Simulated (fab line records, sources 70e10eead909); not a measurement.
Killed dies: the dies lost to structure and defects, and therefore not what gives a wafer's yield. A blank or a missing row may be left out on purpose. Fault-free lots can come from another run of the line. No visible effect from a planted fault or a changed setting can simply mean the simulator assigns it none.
Chamber matching :: flow nand harc :: NHARC_A_STAIRCASE_DEP_417 on pecvd-03 has 3 sister chambers
The step deposits Si3N4, target thk 60 nm. 16 wafers are shown with their chamber, then 8 later ones without.

== EACH WAFER AND ITS CHAMBER ==
wafer: L075.2
chamber: 2
heater power w (W): 1004
rf fwd power W (W): 451.0

wafer: L075.5
chamber: 1
heater power w (W): 725
rf fwd power W (W): 450.1

wafer: L075.6
chamber: 2
heater power w (W): 991
rf fwd power W (W): 449.0

wafer: L077.2
chamber: 2
heater power w (W): 1008
rf fwd power W (W): 447.5

wafer: L077.5
chamber: 2
heater power w (W): 1012
rf fwd power W (W): 449.5

wafer: L077.6
chamber: 0
heater power w (W): 780
rf fwd power W (W): 448.3

wafer: L082.2
chamber: 0
heater power w (W): 757
rf fwd power W (W): 446.9

wafer: L082.4
chamber: 0
heater power w (W): 630
rf fwd power W (W): 448.0

wafer: L082.6
chamber: 1
heater power w (W): 764
rf fwd power W (W): 448.4

wafer: L084.1
chamber: 0
heater power w (W): 700
rf fwd power W (W): 448.9

wafer: L084.2
chamber: 1
heater power w (W): 653
rf fwd power W (W): 448.5

wafer: L084.4
chamber: 2
heater power w (W): 1115
rf fwd power W (W): 448.4

wafer: L086.2
chamber: 2
heater power w (W): 951
rf fwd power W (W): 448.4

wafer: L086.4
chamber: 1
heater power w (W): 656
rf fwd power W (W): 447.6

wafer: L086.5
chamber: 0
heater power w (W): 747
rf fwd power W (W): 448.5

wafer: L085.2
chamber: 1
heater power w (W): 739
rf fwd power W (W): 448.6

SIGNATURES (means of the wafers above)
reading: heater power w
chamber 0: 722.80
chamber 1: 707.40
chamber 2: 1013.50
scatter within a chamber: 54.8

reading: rf fwd power W
chamber 0: 448.120
chamber 1: 448.640
chamber 2: 448.967
scatter within a chamber: 0.992
Rule: distance of a wafer from a chamber = root of the sum over the readings of ((wafer's reading minus chamber's mean) / reading's scatter) squared. If the next closest chamber is less than 2 further off than the closest, the wafer can't be placed; otherwise it belongs to the closest. The scatter: take each reading less its chamber's mean, square it, sum over the shown wafers, divide by the number of wafers less the number of chambers, and take the root.

== WAFERS WHOSE CHAMBER IS MISSING ==
wafer: L085.3
heater power w (W): 755
rf fwd power W (W): 448.3

wafer: L085.4
heater power w (W): 611
rf fwd power W (W): 449.6

wafer: L091.1
heater power w (W): 980
rf fwd power W (W): 449.9

wafer: L091.3
heater power w (W): 609
rf fwd power W (W): 450.2

wafer: L091.5
heater power w (W): 624
rf fwd power W (W): 449.2

wafer: L096.2
heater power w (W): 593
rf fwd power W (W): 451.2

wafer: L096.3
heater power w (W): 653
rf fwd power W (W): 448.6

wafer: L096.6
heater power w (W): 870
rf fwd power W (W): 447.1

== THE CHAMBER EACH PASSED THROUGH ==
wafer: L085.3
from the rows above: can't be placed: 0 or 1
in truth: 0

wafer: L085.4
from the rows above: can't be placed: 1 or 0
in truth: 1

wafer: L091.1
from the rows above: 2
in truth: 2

wafer: L091.3
from the rows above: can't be placed: 1 or 0
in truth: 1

wafer: L091.5
from the rows above: can't be placed: 1 or 0
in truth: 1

wafer: L096.2
from the rows above: can't be placed: 1 or 0
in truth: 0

wafer: L096.3
from the rows above: can't be placed: 1 or 0
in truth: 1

wafer: L096.6
from the rows above: can't be placed: 0 or 2 or 1
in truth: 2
Correctly placed: 1 of 8. Not placeable from these rows: 7 (in 7, the candidates include the true chamber). Placed wrongly: 0.
